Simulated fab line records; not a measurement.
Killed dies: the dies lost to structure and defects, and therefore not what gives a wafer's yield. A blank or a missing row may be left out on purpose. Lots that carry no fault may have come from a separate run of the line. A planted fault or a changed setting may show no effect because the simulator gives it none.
Split-lot trial :: flow n5 finfet :: route with 1938 steps; 7 lots, 39 wafers read

THE SPLIT
At N5_BEOL_M0_TRENCH_ETCH_107 (etches SiOC in C4F6/O2, target depth 32.8 nm, time 16.4 s), the setting target depth a was moved away from the recipe's 328 angstrom on 12 of the 39 wafers read, by -59.9% to +39.1%. This setting was run at the recipe's value on the other wafers.

BETWEEN THE SPLIT AND THE READING: the file shows 1 step in between
- N5_BEOL_M0_STRIP_142: strips in N2/H2, time 10 s

THE READING
trench depth nm, in nm, at N5_BEOL_M0_OCD_MEAS_108. On this fab line, fault-free wafers typically give 32.7 nm with a standard deviation of 0.57 nm.

wafer: L077.1
tool, chamber at the split: rie diel-04, 1
target depth a as run, angstrom: 456.4
against the recipe: +39.1%
trench depth nm, nm: 45.9
against lot-mates on the recipe: +12.9

wafer: L077.2
tool, chamber at the split: rie diel-04, 2
target depth a as run, angstrom: 328
against the recipe: recipe
trench depth nm, nm: 32.7
against lot-mates on the recipe: -

wafer: L077.3
tool, chamber at the split: rie diel-04, 0
target depth a as run, angstrom: 328
against the recipe: recipe
trench depth nm, nm: 33.7
against lot-mates on the recipe: -

wafer: L077.4
tool, chamber at the split: rie diel-04, 0
target depth a as run, angstrom: 456.4
against the recipe: +39.1%
trench depth nm, nm: 45.8
against lot-mates on the recipe: +12.8

wafer: L077.5
tool, chamber at the split: rie diel-04, 1
target depth a as run, angstrom: 328
against the recipe: recipe
trench depth nm, nm: 32.6
against lot-mates on the recipe: -

wafer: L077.6
tool, chamber at the split: rie diel-04, 2
target depth a as run, angstrom: 456.4
against the recipe: +39.1%
trench depth nm, nm: 45.5
against lot-mates on the recipe: +12.5

wafer: L079.1
tool, chamber at the split: rie diel-06, 3
target depth a as run, angstrom: 328
against the recipe: recipe
trench depth nm, nm: 31.9
against lot-mates on the recipe: -

wafer: L079.2
tool, chamber at the split: rie diel-06, 2,1
target depth a as run, angstrom: 328
against the recipe: recipe
trench depth nm, nm: 32.5
against lot-mates on the recipe: -

wafer: L079.3
tool, chamber at the split: rie diel-06, 2,1
target depth a as run, angstrom: 328
against the recipe: recipe
trench depth nm, nm: 32.7
against lot-mates on the recipe: -

wafer: L079.4
tool, chamber at the split: rie diel-06, 3
target depth a as run, angstrom: 328
against the recipe: recipe
trench depth nm, nm: 32.1
against lot-mates on the recipe: -

wafer: L079.5
tool, chamber at the split: rie diel-06, 1
target depth a as run, angstrom: 328
against the recipe: recipe
trench depth nm, nm: 32.6
against lot-mates on the recipe: -

wafer: L079.6
tool, chamber at the split: rie diel-06, 2
target depth a as run, angstrom: 328
against the recipe: recipe
trench depth nm, nm: 32.7
against lot-mates on the recipe: -

wafer: L086.1
tool, chamber at the split: rie diel-04, 3
target depth a as run, angstrom: 328
against the recipe: recipe
trench depth nm, nm: 32.7
against lot-mates on the recipe: -

wafer: L086.4
tool, chamber at the split: rie diel-04, 0
target depth a as run, angstrom: 328
against the recipe: recipe
trench depth nm, nm: 32.7
against lot-mates on the recipe: -

wafer: L086.5
tool, chamber at the split: rie diel-04, 2
target depth a as run, angstrom: 328
against the recipe: recipe
trench depth nm, nm: 32.3
against lot-mates on the recipe: -

wafer: L089.1
tool, chamber at the split: rie diel-01, 1
target depth a as run, angstrom: 328
against the recipe: recipe
trench depth nm, nm: 32.4
against lot-mates on the recipe: -

wafer: L089.2
tool, chamber at the split: rie diel-01, 3
target depth a as run, angstrom: 328
against the recipe: recipe
trench depth nm, nm: 33.5
against lot-mates on the recipe: -

wafer: L089.3
tool, chamber at the split: rie diel-01, 0
target depth a as run, angstrom: 328
against the recipe: recipe
trench depth nm, nm: 32.3
against lot-mates on the recipe: -

wafer: L089.4
tool, chamber at the split: rie diel-01, 2
target depth a as run, angstrom: 328
against the recipe: recipe
trench depth nm, nm: 32.0
against lot-mates on the recipe: -

wafer: L089.5
tool, chamber at the split: rie diel-01, 3
target depth a as run, angstrom: 328
against the recipe: recipe
trench depth nm, nm: 34.0
against lot-mates on the recipe: -

wafer: L089.6
tool, chamber at the split: rie diel-01, 0
target depth a as run, angstrom: 328
against the recipe: recipe
trench depth nm, nm: 32.1
against lot-mates on the recipe: -

wafer: L092.1
tool, chamber at the split: rie diel-04, 3
target depth a as run, angstrom: 328
against the recipe: recipe
trench depth nm, nm: 33.0
against lot-mates on the recipe: -

wafer: L092.2
tool, chamber at the split: rie diel-04, 0
target depth a as run, angstrom: 328
against the recipe: recipe
trench depth nm, nm: 33.6
against lot-mates on the recipe: -

wafer: L092.3
tool, chamber at the split: rie diel-04, 1
target depth a as run, angstrom: 447.7
against the recipe: +36.5%
trench depth nm, nm: 45.2
against lot-mates on the recipe: +12.4

wafer: L092.4
tool, chamber at the split: rie diel-04, 2
target depth a as run, angstrom: 447.7
against the recipe: +36.5%
trench depth nm, nm: 44.2
against lot-mates on the recipe: +11.4

wafer: L092.5
tool, chamber at the split: rie diel-04, 2
target depth a as run, angstrom: 328
against the recipe: recipe
trench depth nm, nm: 31.9
against lot-mates on the recipe: -

wafer: L092.6
tool, chamber at the split: rie diel-04, 3
target depth a as run, angstrom: 447.7
against the recipe: +36.5%
trench depth nm, nm: 45.7
against lot-mates on the recipe: +12.9

wafer: L093.1
tool, chamber at the split: rie diel-04, 2
target depth a as run, angstrom: 131.6
against the recipe: -59.9%
trench depth nm, nm: 13.2
against lot-mates on the recipe: -19.4

wafer: L093.2
tool, chamber at the split: rie diel-04, 0
target depth a as run, angstrom: 328
against the recipe: recipe
trench depth nm, nm: 32.6
against lot-mates on the recipe: -

wafer: L093.3
tool, chamber at the split: rie diel-04, 1
target depth a as run, angstrom: 328
against the recipe: recipe
trench depth nm, nm: 32.5
against lot-mates on the recipe: -

wafer: L093.4
tool, chamber at the split: rie diel-04, 3
target depth a as run, angstrom: 131.6
against the recipe: -59.9%
trench depth nm, nm: 13.5
against lot-mates on the recipe: -19.1

wafer: L093.5
tool, chamber at the split: rie diel-04, 2
target depth a as run, angstrom: 131.6
against the recipe: -59.9%
trench depth nm, nm: 13.4
against lot-mates on the recipe: -19.2

wafer: L093.6
tool, chamber at the split: rie diel-04, 1
target depth a as run, angstrom: 328
against the recipe: recipe
trench depth nm, nm: 32.8
against lot-mates on the recipe: -

wafer: L094.1
tool, chamber at the split: rie diel-01, 1,2
target depth a as run, angstrom: 210.2
against the recipe: -35.9%
trench depth nm, nm: 20.7
against lot-mates on the recipe: -12.4

wafer: L094.2
tool, chamber at the split: rie diel-01, 1,2
target depth a as run, angstrom: 210.2
against the recipe: -35.9%
trench depth nm, nm: 20.8
against lot-mates on the recipe: -12.3

wafer: L094.3
tool, chamber at the split: rie diel-01, 0
target depth a as run, angstrom: 328
against the recipe: recipe
trench depth nm, nm: 32.8
against lot-mates on the recipe: -

wafer: L094.4
tool, chamber at the split: rie diel-01, 3
target depth a as run, angstrom: 210.2
against the recipe: -35.9%
trench depth nm, nm: 21.5
against lot-mates on the recipe: -11.6

wafer: L094.5
tool, chamber at the split: rie diel-01, 3
target depth a as run, angstrom: 328
against the recipe: recipe
trench depth nm, nm: 33.9
against lot-mates on the recipe: -

wafer: L094.6
tool, chamber at the split: rie diel-01, 2
target depth a as run, angstrom: 328
against the recipe: recipe
trench depth nm, nm: 32.6
against lot-mates on the recipe: -
Rows listing several chambers each stand for several wafers; the file does not say which wafer went through which chamber.

FIT RESULTS
A straight line over all 39 wafers: trench depth nm changes by +0.328 nm for each +1% of target depth a; r = +1.00; the points scatter about the line by 0.54 nm.
The same after taking each lot's own level away (the mean of its wafers on the recipe; 39 wafers): +0.327 nm for each +1%; r = +1.00; scatter 0.52 nm.
The reading moves by 20 nm for the largest change in target depth a, on that fit.
Measured against the standard deviation above, the lots' own levels, which go from 32.42 to 33.10 nm, span 1.2 times it.
The two slopes are in agreement: the lot-to-lot level therefore moves the slope only a little.
Check: -19.6 nm against its lot-mates is what the line predicts for one of the wafers moved furthest among these (-59.9%) when that wafer is left out of the fit. It came out at -19.4 nm against them.

OTHER SPLITS APPLIED TO THESE WAFERS
These wafers also went through other splits before the reading. Each is held against what the fit with the lots' levels taken away leaves over:
other split on the same wafers: N5_FIN_SAQP_ETCH_65 time s
wafers away from the commonest value: 9
r with trench depth nm (lot level and that fit taken away): -0.40

other split on the same wafers: N5_GATE_CUT_ALD_22 ald cycles
wafers away from the commonest value: 9
r with trench depth nm (lot level and that fit taken away): +0.31

other split on the same wafers: N5_MOL_CONTACT_COAG_ETCH_124 target depth a
wafers away from the commonest value: 15
r with trench depth nm (lot level and that fit taken away): +0.17

THE WHOLE CHAIN: every reading that the file lists as answering this split, in the file's order
step: N5_BEOL_M0_TRENCH_ETCH_107
what it does: etches SiOC in C4F6/O2, target depth 32.8 nm, time 16.4 s
reading: BEOL_M0.feature depth nm (the simulator's own value, which no gauge read)
change (the file's fit): +0.331 nm for each +1% of the setting
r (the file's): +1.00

step: N5_BEOL_M0_TRENCH_ETCH_107
what it does: etches SiOC in C4F6/O2, target depth 32.8 nm, time 16.4 s
reading: TiN_of_BEOL_M0_SAQP_HM_DEP_02.thk nm (the simulator's own value, which no gauge read)
change (the file's fit): -0.0119 nm for each +1% of the setting
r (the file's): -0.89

step: N5_BEOL_M0_OCD_MEAS_108
what it does: 
reading: trench depth nm
change (the file's fit): +0.327 nm for each +1% of the setting
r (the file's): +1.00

THE FILE'S OWN FIT
trench depth nm changes by +0.327 nm for each +1% of target depth a, r = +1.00.
